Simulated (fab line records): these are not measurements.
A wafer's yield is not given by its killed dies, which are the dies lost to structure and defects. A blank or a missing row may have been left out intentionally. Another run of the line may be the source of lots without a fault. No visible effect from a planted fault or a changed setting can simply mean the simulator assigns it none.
fab line records	flow n5_finfet	part 1 of 2: steps 1 to 21 of 30
[record] lots = 5	wafers = 15	last_day = 18
route steps=1938 shown BEOL_M12@1628
lots with no fault: from the same line, run without faults
start_h: the number of hours between the record's first day and the start of the first shown wafer of the lot	wait_h: hours since the lot's step before	" same as the row above	L1.1+2: a row that stands for several wafers	- value missing, or start not given	* or withheld: withheld	< > ~ a bound
route shown NAME@n: NAME is a module with steps in the file, n the number in the route of the first one	usual: the fault-free wafers' mean and standard deviation	same: alike in all rows	chamber/n: place in a boat	sites: each site's reading	_std_site: the values' standard deviation	_edge_site: mean of outer sites minus mean of inner sites	radius_mm: how far each site lies from the wafer's centre	mask NAME#n: copy n	behind: the last tool/chamber to shape the wafer	hold: why the lot went on hold/how many hours it stayed there/how the hold came to an end	device: the n, p or np transistor that did not switch	end of line: the same wafers' tests at the end of the route	a step given without rows: its recipe and nothing more	killed: at the first sort, the dies lost to defects and structure; wafer yield is something else	map: shows each die of a wafer: x if killed, . if not, _ if none is there
set.NAME: the setting that was run; set.NAME@STEP: the one run at that earlier step	model.NAME: the simulator's own value behind a step, which no gauge read
lots at selected steps of the route; one table per step, one row per wafer
services: a tool's chamber out of use, with start hour (start_h, from the record's first day; less than 0 if before it), hours out, and reason
[[steps]]
[step N5_BEOL_M12_EXPOSE_25]
[recipe] mask_id = M12	na = 0.93	source_shape = conventional	sigma_outer = 0.4	polarization = unpolarized	dose_mj = 21.8
[usual] reticle_temp_C = 23.01/0.11
lot.wafer	tool	chamber	start_h	wait_h	mask	reticle_temp_C
L080.1	krf_scanner-02	0	243.80	-	M12#0	22.96
L080.5	"	0	"	"	M12#0	22.91
L080.6	"	0	"	"	M12#0	23.03
L090.2	krf_scanner-01	0	359.65	-	M12#0	22.93
L090.4	"	0	"	"	M12#0	22.95
L090.5	"	0	"	"	M12#0	22.99
L092.1	krf_scanner-02	0	374.97	-	M12#0	22.89
L092.3	"	0	"	"	M12#0	23.10
L092.5	"	0	"	"	M12#0	23.07
L087.4	krf_scanner-02	0	392.46	-	M12#0	22.95
L087.5	"	0	"	"	M12#0	23.00
L087.6	"	0	"	"	M12#0	23.29
L096.2	krf_scanner-02	0	392.84	-	M12#0	23.07
L096.3	"	0	"	"	M12#0	22.95
L096.6	"	0	"	"	M12#0	23.00
[step N5_BEOL_M12_PEB_26]
[recipe] peb_temp_c = 130	peb_time_s = 90
lot.wafer	tool	chamber	start_h	wait_h
L080.1+5+6	litho_track-04	0	243.85	0.1
L090.2+4+5	litho_track-03	0	359.70	0.0
L092.1+3+5	litho_track-04	0	375.02	0.1
L087.4+5+6	litho_track-05	0	392.50	0.0
L096.2+3+6	litho_track-05	0	392.89	0.0
[step N5_BEOL_M12_DEVELOP_27]
[recipe] develop_time_s = 45	rinse_liquid = diw	dry = air_spin	dev_temp_c = 21
lot.wafer	tool	chamber	start_h	wait_h
L080.1+5+6	litho_track-04	0	-	-
L090.2+4+5	litho_track-03	0	-	-
L092.1+3+5	litho_track-04	0	-	-
L087.4+5+6	litho_track-05	0	-	-
L096.2+3+6	litho_track-05	0	-	-
[step N5_BEOL_M12_HARDBAKE_32]
[recipe] temp_c = 130	time_s = 120
lot.wafer	tool	chamber	start_h	wait_h
L080.1+5+6	litho_track-04	0	-	-
L090.2+4+5	litho_track-03	0	-	-
L092.1+3+5	litho_track-04	0	-	-
L087.4+5+6	litho_track-05	0	-	-
L096.2+3+6	litho_track-05	0	-	-
[step N5_BEOL_M12_CD_MEAS_28]
[recipe] target_cd_nm = 160.2	landing_energy_ev = 500	detector = se_inlens	polarity = opening
[usual] cd_nm = 159.3/1.6
lot.wafer	tool	chamber	start_h	wait_h	cd_nm
L080.1	cd_sem-01	0	243.97	-	159.3
L080.5	"	0	"	"	159.2
L080.6	"	0	"	"	159.3
L090.2	cd_sem-02	0	359.82	-	157.4
L090.4	"	0	"	"	160.5
L090.5	"	0	"	"	159.3
L092.1	cd_sem-02	0	375.14	-	160.8
L092.3	"	0	"	"	159.5
L092.5	"	0	"	"	157.9
L087.4	cd_sem-02	0	392.62	-	157.9
L087.5	"	0	"	"	160.1
L087.6	"	0	"	"	159.1
L096.2	cd_sem-03	0	393.00	-	162.3
L096.3	"	0	"	"	160.8
L096.6	"	0	"	"	161.1
[step N5_BEOL_M12_OVL_MEAS_29]
[recipe] points_per_wafer = 44
[usual] M12_OVL = -2/4.7
lot.wafer	tool	chamber	start_h	wait_h	M12_OVL[nm]
L080.1	overlay-02	0	244.00	0.0	-8
L080.5	"	0	"	"	0
L080.6	"	0	"	"	-3
L090.2	overlay-02	0	359.85	0.0	-2
L090.4	"	0	"	"	2
L090.5	"	0	"	"	0
L092.1	overlay-02	0	375.17	0.0	-2
L092.3	"	0	"	"	-2
L092.5	"	0	"	"	-5
L087.4	overlay-02	0	392.65	0.0	3
L087.5	"	0	"	"	-2
L087.6	"	0	"	"	-4
L096.2	overlay-01	0	393.03	0.0	5
L096.3	"	0	"	"	-3
L096.6	"	0	"	"	-8
[step N5_BEOL_M12_INSPECT_30]
[recipe] mode = adi	inspect_instrument = macro
[usual] raw_defect_count = 2.3/1.4
lot.wafer	tool	chamber	start_h	wait_h	raw_defect_count
L080.1	defect_inspect-01	-	244.02	0.0	2
L080.5	"	-	"	"	2
L080.6	"	-	"	"	3
L090.2	defect_inspect-01	-	359.87	0.0	3
L090.4	"	-	"	"	3
L090.5	"	-	"	"	2
L092.1	defect_inspect-01	-	375.19	0.0	5
L092.3	"	-	"	"	2
L092.5	"	-	"	"	1
L087.4	defect_inspect-01	-	392.67	0.0	3
L087.5	"	-	"	"	3
L087.6	"	-	"	"	1
L096.2	defect_inspect-01	-	393.06	0.0	4
L096.3	"	-	"	"	2
L096.6	"	-	"	"	1
[step N5_BEOL_M12_DESCUM_33]
[recipe] chemistry = O2	time_s = 7.9	source_power_w = 50	bias_power_w = 20	pressure_mtorr = 20	rf_frequency_hz = 2.712e+07	temp_c = 40	o2_flow_sccm = 225
[usual] drypump_motor_current_A = 5.9/0.43	oes_product_au = 0.82/0.074	rf_vpp_V = 243.4/1.4	showerhead_plenum_p_Torr = 2.11/0.076	throttle_valve_pct = 20.40/0.19
lot.wafer	tool	chamber	start_h	wait_h	drypump_motor_current_A	oes_product_au	rf_hours_counter_h	rf_vpp_V	showerhead_plenum_p_Torr	throttle_valve_pct
L080.1	rie_diel-02	1	244.25	0.2	6.2	0.87	36	244.8	2.23	20.23
L080.5	"	3	"	"	6.4	0.87	-	244.6	2.11	20.42
L080.6	"	0	"	"	6.4	0.71	-	241.2	1.99	20.62
L090.2	rie_diel-03	2	360.10	0.2	5.1	0.94	8	242.0	2.05	20.13
L090.4	"	0	"	"	5.7	0.91	33	245.1	2.22	20.34
L090.5	"	2	"	"	5.1	0.93	-	242.5	2.05	20.13
L092.1	rie_diel-02	1	375.46	0.3	6.2	0.81	78	246.0	2.21	20.29
L092.3	"	3	"	"	6.3	0.82	108	242.8	2.10	20.49
L092.5	"	2	"	"	6.0	0.74	-	243.9	2.17	20.41
L087.4	rie_diel-04	2	392.70	0.0	6.3	0.92	11	245.4	2.23	20.64
L087.5	"	1	"	"	6.3	0.82	-	244.6	2.10	20.42
L087.6	"	2	"	"	6.3	0.93	-	245.1	2.23	20.65
L096.2	rie_diel-03	3	393.12	0.1	5.4	0.76	120	244.8	2.19	20.24
L096.3	"	0	"	"	5.7	0.90	45	244.4	2.22	20.36
L096.6	"	1	"	"	5.9	0.77	-	243.1	2.09	20.70
[step N5_BEOL_M12_ETCH_67]
[recipe] chemistry = CF4	target = SiARC	target_depth_a = 1430	time_s = 238.3	ion_energy_ev = 80	pressure_mtorr = 40	source_w = 545	bias_w = 36	Ar_flow_sccm = 100	cf4_flow_sccm = 100	ends = cleared
[usual] drypump_motor_current_A = 5.9/0.42	etch_rf_on_time_s = 238/7.9	oes_product_au = 0.70/0.064	rf_vpp_V = 184.2/1.3	showerhead_plenum_p_Torr = 2.17/0.073	throttle_valve_pct = 15.60/0.25
lot.wafer	tool	chamber	start_h	wait_h	drypump_motor_current_A	etch_rf_on_time_s	oes_product_au	rf_hours_counter_h	rf_vpp_V	showerhead_plenum_p_Torr	throttle_valve_pct
L080.1	rie_diel-02	1	244.29	0.0	6.2	237	0.74	36	185.6	2.26	15.28
L080.5	"	3	"	"	6.3	241	0.73	-	185.1	2.17	15.55
L080.6	"	0	"	"	6.4	243	0.60	-	181.7	2.04	15.83
L090.2	rie_diel-03	2	360.13	0.0	5.1	249	0.79	8	183.1	2.10	15.26
L090.4	"	0	"	"	5.7	233	0.78	33	185.9	2.27	15.52
L090.5	"	2	"	"	5.1	247	0.78	-	183.6	2.10	15.25
L092.1	rie_diel-02	1	375.49	0.0	6.2	236	0.69	78	186.1	2.25	15.38
L092.3	"	3	"	"	6.3	242	0.69	108	185.9	2.15	15.65
L092.5	"	2	"	"	6.0	224	0.64	-	184.0	2.22	15.68
L087.4	rie_diel-04	2	392.74	0.0	6.3	237	0.80	11	185.7	2.28	15.72
L087.5	"	1	"	"	6.3	230	0.71	-	184.5	2.17	15.78
L087.6	"	2	"	"	6.3	236	0.81	-	185.8	2.28	15.73
L096.2	rie_diel-03	3	393.16	0.0	5.4	243	0.66	120	185.4	2.23	15.41
L096.3	"	0	"	"	5.6	233	0.77	45	186.1	2.27	15.53
L096.6	"	1	"	"	5.9	245	0.64	-	183.7	2.17	16.05
[step N5_BEOL_M12_ETCH_68]
[recipe] chemistry = N2/H2	target = SOC	mask_material = SiARC	source_w = 3000	bias_w = 350	temp_c = 40	time_s = 285	ion_energy_ev = 200	pressure_mtorr = 30	n2_flow_sccm = 200	h2_flow_sccm = 200
[usual] drypump_motor_current_A = 5.9/0.43	h2_flow_sccm = 200.0/0.59	oes_product_au = 0.82/0.073	rf_vpp_V = 524.6/2.8	showerhead_plenum_p_Torr = 2.57/0.094	throttle_valve_pct = 17.74/0.22
lot.wafer	tool	chamber	start_h	wait_h	drypump_motor_current_A	h2_flow_sccm	oes_product_au	rf_hours_counter_h	rf_vpp_V	showerhead_plenum_p_Torr	throttle_valve_pct
L080.1	rie_diel-02	1	244.43	0.1	6.2	200.0	0.87	36	528.2	2.71	17.58
L080.5	"	3	"	"	6.4	199.4	0.85	-	524.5	2.59	17.91
L080.6	"	0	"	"	6.4	200.4	0.71	-	521.6	2.42	18.06
L090.2	rie_diel-03	2	360.28	0.1	5.1	200.7	0.94	8	522.4	2.51	17.69
L090.4	"	0	"	"	5.7	200.8	0.92	33	528.5	2.68	17.60
L090.5	"	2	"	"	5.1	201.1	0.93	-	523.4	2.51	17.69
L092.1	rie_diel-02	1	375.64	0.1	6.2	200.1	0.81	78	528.4	2.69	17.65
L092.3	"	3	"	"	6.3	199.7	0.80	108	523.3	2.57	17.98
L092.5	"	2	"	"	6.0	199.8	0.74	-	527.5	2.62	17.73
L087.4	rie_diel-04	2	392.88	0.1	6.3	199.7	0.94	11	528.9	2.70	17.86
L087.5	"	1	"	"	6.3	198.5	0.82	-	523.2	2.56	17.80
L087.6	"	2	"	"	6.3	199.3	0.94	-	529.6	2.70	17.87
L096.2	rie_diel-03	3	393.30	0.1	5.4	200.1	0.76	120	526.2	2.67	17.65
L096.3	"	0	"	"	5.7	200.5	0.90	45	530.2	2.68	17.62
L096.6	"	1	"	"	5.9	200.6	0.76	-	524.0	2.53	17.93
[step N5_BEOL_M12_STRIP_69]
[recipe] chemistry = N2/H2	temp_c = 40	n2_flow_sccm = 200	h2_flow_sccm = 200	rf_frequency_hz = 6e+07
lot.wafer	tool	chamber	start_h	wait_h
L080.1+5+6	rie_diel-02	1,3,0	244.60	0.1
L090.2+4+5	rie_diel-03	2,0,2	360.45	0.1
L092.1+3+5	rie_diel-02	1,3,2	375.81	0.1
L087.4+5+6	rie_diel-04	2,1,2	393.06	0.1
L096.2+3+6	rie_diel-03	3,0,1	393.47	0.1
[step N5_BEOL_M12_TRENCH_ETCH_34]
[recipe] chemistry = C4F8/O2/Ar	target = SiOC	target_depth_a = 3189.5	mask_material = SOC	pressure_mtorr = 30	source_w = 3000	bias_w = 700	Ar_flow_sccm = 400	C4F8_flow_sccm = 15	O2_flow_sccm = 8	he_inner_torr = 15	he_outer_torr = 30	time_s = 125.5	ion_energy_ev = 250
[usual] drypump_motor_current_A = 5.9/0.43	oes_product_au = 0.81/0.073	rf_vpp_V = 666/3.4	showerhead_plenum_p_Torr = 3.45/0.12	throttle_valve_pct = 24.22/0.26
lot.wafer	tool	chamber	start_h	wait_h	drypump_motor_current_A	oes_product_au	rf_hours_counter_h	rf_vpp_V	showerhead_plenum_p_Torr	throttle_valve_pct
L080.1	rie_diel-02	1	244.61	0.0	6.2	0.86	36	672	3.61	23.96
L080.5	"	3	"	"	6.4	0.86	-	665	3.47	24.27
L080.6	"	0	"	"	6.4	0.71	-	662	3.26	24.40
L090.2	rie_diel-03	2	360.46	0.0	5.1	0.93	8	665	3.37	24.01
L090.4	"	0	"	"	5.7	0.91	33	672	3.60	24.10
L090.5	"	2	"	"	5.1	0.92	-	664	3.37	24.00
L092.1	rie_diel-02	1	375.82	0.0	6.2	0.81	78	670	3.59	24.01
L092.3	"	3	"	"	6.4	0.81	108	665	3.44	24.34
L092.5	"	2	"	"	6.0	0.74	-	667	3.55	24.27
L087.4	rie_diel-04	2	393.07	0.0	6.3	0.93	11	671	3.62	24.41
L087.5	"	1	"	"	6.3	0.81	-	666	3.46	24.40
L087.6	"	2	"	"	6.3	0.93	-	671	3.62	24.42
L096.2	rie_diel-03	3	393.48	0.0	5.4	0.75	120	670	3.55	23.92
L096.3	"	0	"	"	5.7	0.88	45	671	3.60	24.13
L096.6	"	1	"	"	5.9	0.77	-	665	3.45	24.69
[step N5_BEOL_M12_STRIP_70]
[recipe] chemistry = C4F8/O2/Ar	resist = SiARC	rf_frequency_hz = 6e+07
lot.wafer	tool	chamber	start_h	wait_h
L080.1+5+6	rie_diel-02	1,3,0	244.73	0.1
L090.2+4+5	rie_diel-03	2,0,2	360.58	0.1
L092.1+3+5	rie_diel-02	1,3,2	375.93	0.1
L087.4+5+6	rie_diel-04	2,1,2	393.18	0.1
L096.2+3+6	rie_diel-03	3,0,1	393.60	0.1
[step N5_BEOL_M12_OCD_MEAS_35]
[usual] trench_depth_nm = 319/4.1
lot.wafer	tool	chamber	start_h	wait_h	trench_depth_nm
L080.1	ocd-01	-	244.77	0.0	315
L080.5	"	-	"	"	319
L080.6	"	-	"	"	321
L090.2	ocd-02	-	360.62	0.0	319
L090.4	"	-	"	"	324
L090.5	"	-	"	"	317
L092.1	ocd-02	-	375.97	0.0	320
L092.3	"	-	"	"	317
L092.5	"	-	"	"	328
L087.4	ocd-01	-	393.22	0.0	315
L087.5	"	-	"	"	324
L087.6	"	-	"	"	316
L096.2	ocd-02	-	393.64	0.0	312
L096.3	"	-	"	"	323
L096.6	"	-	"	"	317
[step N5_BEOL_M12_STRIP_37]
[recipe] chemistry = N2/H2	power_w = 1000	temp_c = 250	h2_frac = 0.65	overash_fraction = 0.3	pressure_mtorr = withheld	n2_flow_sccm = 1750	h2_flow_sccm = 3250
[usual] drypump_motor_current_A = 5.5/0.45	h2_flow_sccm = 3249/10	heater_power_w = 354/11	oes_product_au = 0.792/0.01
lot.wafer	tool	chamber	start_h	wait_h	drypump_motor_current_A	h2_flow_sccm	heater_power_w	oes_product_au	rf_hours_counter_h
L080.1	plasma_asher-02	0	244.81	0.0	5.3	3247	361	0.799	118
L080.5	"	1	"	"	6.1	3264	354	0.789	-
L080.6	"	0	"	"	5.3	3261	353	0.790	-
L090.2	plasma_asher-02	1	360.66	0.0	6.1	3250	359	0.797	140
L090.4	"	0	"	"	5.3	3246	364	0.792	-
L090.5	"	1	"	"	6.1	3233	357	0.804	-
L092.1	plasma_asher-01	1	376.01	0.0	5.8	3268	335	0.788	93
L092.3	"	0	"	"	4.9	3264	357	0.780	-
L092.5	"	1	"	"	5.8	3245	333	0.786	-
L087.4	plasma_asher-02	1	393.28	0.1	6.1	3252	359	0.787	-
L087.5	"	0	"	"	5.3	3252	363	0.784	-
L087.6	"	1	"	"	6.2	3242	356	0.805	-
L096.2	plasma_asher-01	1	393.68	0.0	5.8	3253	333	0.788	97
L096.3	"	0	"	"	5.0	3246	355	0.799	-
L096.6	"	0	"	"	5.0	3236	363	0.777	-
[step N5_BEOL_M12_ETCH_38]
[recipe] chemistry = CF4/N2	target = SiCN	target_depth_a = 687	taper_deg = 2	time_s = 73.4	ion_energy_ev = 150	mask_material = SiO2	pressure_mtorr = 40	source_w = 430	bias_w = 70	Ar_flow_sccm = 100	cf4_flow_sccm = 60	n2_flow_sccm = 60
[usual] drypump_motor_current_A = 5.9/0.45	oes_product_au = 0.83/0.076	rf_vpp_V = 382.9/2.1	showerhead_plenum_p_Torr = 2.24/0.079	throttle_valve_pct = 15.40/0.22
lot.wafer	tool	chamber	start_h	wait_h	drypump_motor_current_A	oes_product_au	rf_hours_counter_h	rf_vpp_V	showerhead_plenum_p_Torr	throttle_valve_pct
L080.1	rie_diel-02	0	244.93	-	6.4	0.71	212	380.8	2.10	15.67
L080.5	"	2	"	"	6.0	0.79	-	382.6	2.30	15.40
L080.6	"	1	"	"	6.2	0.87	-	384.6	2.34	15.14
L090.2	rie_diel-04	2	360.74	-	6.3	0.99	1	385.8	2.35	15.54
L090.4	"	0	"	"	6.3	0.86	66	379.0	2.15	15.19
L090.5	"	3	"	"	5.3	0.83	-	381.0	2.14	15.19
L092.1	rie_diel-04	1	379.53	-	6.3	0.83	104	381.3	2.23	15.57
L092.3	"	2	"	"	6.3	0.95	7	384.6	2.35	15.53
L092.5	"	1	"	"	6.3	0.82	-	381.3	2.23	15.58
L087.4	rie_diel-04	2	395.76	-	6.3	0.93	13	385.4	2.35	15.54
L087.5	"	2	"	"	6.3	0.92	-	385.2	2.35	15.56
L087.6	"	3	"	"	5.3	0.81	-	381.4	2.13	15.22
L096.2	rie_diel-04	1	396.02	-	6.3	0.82	110	383.0	2.23	15.59
L096.3	"	3	"	"	5.3	0.82	100	379.2	2.13	15.22
L096.6	"	0	"	"	6.3	0.85	-	381.4	2.15	15.22
[step N5_BEOL_M12_PRECLEAN_39]
[recipe] chemistry = residue_remover	time_s = 60	temp_c = 40
[usual] bath_heat_duty_pct = 4.5/0.59
lot.wafer	tool	chamber	start_h	wait_h	bath_heat_duty_pct
L080.1	wet_bench-06	0	245.08	0.1	4.3
L080.5	"	7	"	"	3.9
L080.6	"	2	"	"	4.9
L090.2	wet_bench-03	2	360.87	0.1	4.5
L090.4	"	1	"	"	5.0
L090.5	"	0	"	"	4.8
L092.1	wet_bench-03	3	379.66	0.1	3.8
L092.3	"	7	"	"	4.2
L092.5	"	4	"	"	3.7
L087.4	wet_bench-03	7	395.89	0.1	5.0
L087.5	"	4	"	"	4.2
L087.6	"	3	"	"	4.7
L096.2	wet_bench-06	4	396.15	0.1	4.5
L096.3	"	6	"	"	3.7
L096.6	"	7	"	"	4.5
[step N5_BEOL_M12_SRD_40]
[recipe] time_s = 30	temp_c = 23	rinse_liquid = diw	dry = n2_spin	spin_rpm = 1500	dry_time_s = 30
[usual] bath_heat_duty_pct = 3.6/0.49
lot.wafer	tool	chamber	start_h	wait_h	bath_heat_duty_pct
L080.1	wet_bench-06	0	245.10	0.0	3.4
L080.5	"	7	"	"	3.7
L080.6	"	2	"	"	3.2
L090.2	wet_bench-03	2	360.89	0.0	4.3
L090.4	"	1	"	"	4.2
L090.5	"	0	"	"	4.0
L092.1	wet_bench-03	3	379.68	0.0	3.8
L092.3	"	7	"	"	3.7
L092.5	"	4	"	"	3.8
L087.4	wet_bench-03	7	395.91	0.0	3.1
L087.5	"	4	"	"	3.1
L087.6	"	3	"	"	3.6
L096.2	wet_bench-06	4	396.17	0.0	3.7
L096.3	"	6	"	"	2.7
L096.6	"	7	"	"	3.5
[step N5_BEOL_M12_DEGAS_41]
[recipe] ambient = vacuum	temp_c = 250	time_s = 60
[usual] heater_power_w = 333/19
lot.wafer	tool	chamber	start_h	wait_h	heater_power_w
L080.1	pvd_sputter-01	-	245.17	0.1	328
L080.5	"	-	"	"	303
L080.6	"	-	"	"	340
L090.2	pvd_sputter-01	-	360.93	0.0	294
L090.4	"	-	"	"	330
L090.5	"	-	"	"	307
L092.1	pvd_sputter-03	-	379.97	0.3	354
L092.3	"	-	"	"	360
L092.5	"	-	"	"	348
L087.4	pvd_sputter-01	-	396.24	0.3	328
L087.5	"	-	"	"	324
L087.6	"	-	"	"	295
L096.2	pvd_sputter-01	-	396.72	0.5	331
L096.3	"	-	"	"	349
L096.6	"	-	"	"	303
[step N5_BEOL_M12_PRE_CLEAN_42]
[recipe] gas = H2/He	time_s = 30	temp_c = 250
[usual] heater_power_w = 332/19
lot.wafer	tool	chamber	start_h	wait_h	heater_power_w
L080.1	pvd_sputter-01	-	245.21	0.0	332
L080.5	"	-	"	"	300
L080.6	"	-	"	"	345
L090.2	pvd_sputter-01	-	360.97	0.0	298
L090.4	"	-	"	"	333
L090.5	"	-	"	"	305
L092.1	pvd_sputter-03	-	380.01	0.0	352
L092.3	"	-	"	"	353
L092.5	"	-	"	"	353
L087.4	pvd_sputter-01	-	396.28	0.0	333
L087.5	"	-	"	"	319
L087.6	"	-	"	"	297
L096.2	pvd_sputter-01	-	396.76	0.0	331
L096.3	"	-	"	"	342
L096.6	"	-	"	"	301
[step N5_BEOL_M12_SPUTTER_43]
[recipe] material = TaN	target_thk_a = 150	temp_c = 50	bias_v = 168.6	power_w = 15000	chamber_pressure_pa = 0.12	time_s = 24.19
[usual] substrate_temp_c = 49.99/0.12	throttle_valve_pct = 30.0/1
lot.wafer	tool	chamber	start_h	wait_h	substrate_temp_c	throttle_valve_pct
L080.1	pvd_sputter-01	-	245.25	0.0	49.91	30.4
L080.5	"	-	"	"	49.84	31.4
L080.6	"	-	"	"	49.98	30.2
L090.2	pvd_sputter-01	-	361.01	0.0	50.06	31.3
L090.4	"	-	"	"	49.91	30.2
L090.5	"	-	"	"	49.90	31.3
L092.1	pvd_sputter-03	-	380.05	0.0	49.97	29.1
L092.3	"	-	"	"	50.24	31.1
L092.5	"	-	"	"	50.00	29.3
L087.4	pvd_sputter-01	-	396.32	0.0	50.15	30.4
L087.5	"	-	"	"	50.09	30.1
L087.6	"	-	"	"	49.79	31.4
L096.2	pvd_sputter-01	-	396.80	0.0	50.10	30.3
L096.3	"	-	"	"	50.05	29.9
L096.6	"	-	"	"	49.79	31.2
